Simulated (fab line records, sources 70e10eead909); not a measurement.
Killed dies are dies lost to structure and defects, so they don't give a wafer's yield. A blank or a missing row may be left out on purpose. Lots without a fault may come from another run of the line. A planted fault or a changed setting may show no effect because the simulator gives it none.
Chamber matching | flow nand_harc | NHARC_P_M0_PRE_CLEAN_31 on pecvd-02: 3 sister chambers
The step time 12 s. 6 wafers are shown with their chamber, then 9 later ones without.

WAFERS WITH THEIR CHAMBER
wafer  | chamber | heater_power_w (W) | rf_fwd_power_W (W)
L081.1 | 2       | 576                | 292.2
L081.4 | 2       | 581                | 293.0
L082.4 | 1       | 847                | 292.2
L087.1 | 0       | 545                | 292.6
L087.5 | 0       | 545                | 293.4
L087.6 | 1       | 798                | 291.4

WAFERS WITHOUT THEIR CHAMBER
wafer  | heater_power_w (W) | rf_fwd_power_W (W)
L091.1 | 558                | 292.8
L091.4 | 800                | 293.5
L091.5 | 604                | 290.6
L092.1 | 716                | 292.6
L092.2 | 609                | 291.3
L092.4 | 709                | 292.7
L097.2 | 554                | 292.2
L097.3 | 784                | 294.2
L097.5 | 561                | 291.8

WHICH CHAMBER EACH WENT THROUGH
wafer  | from the rows above     | in truth
L091.1 | can't be placed: 0 or 2 | 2
L091.4 | 1                       | 1
L091.5 | can't be placed: 2 or 0 | 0
L092.1 | can't be placed: 1 or 2 | 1
L092.2 | can't be placed: 2 or 0 | 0
L092.4 | can't be placed: 1 or 2 | 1
L097.2 | can't be placed: 2 or 0 | 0
L097.3 | 1                       | 1
L097.5 | can't be placed: 2 or 0 | 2
Placed correctly: 2 of 9. Can't be placed from these rows: 7 (the true chamber is among the candidates in 7). Placed wrongly: 0.
How it was worked out, from the rows above alone: a wafer's distance from a chamber is the root of the sum, over the readings, of the square of ((its reading less the chamber's mean) divided by the reading's scatter). The wafer belongs to the nearest chamber; if the next one is less than 2 further off, it can't be placed. A chamber's mean is the mean of its shown wafers. The scatter: the root of (the sum of the squares of (reading less its chamber's mean) over the shown wafers, divided by (wafers less chambers)).
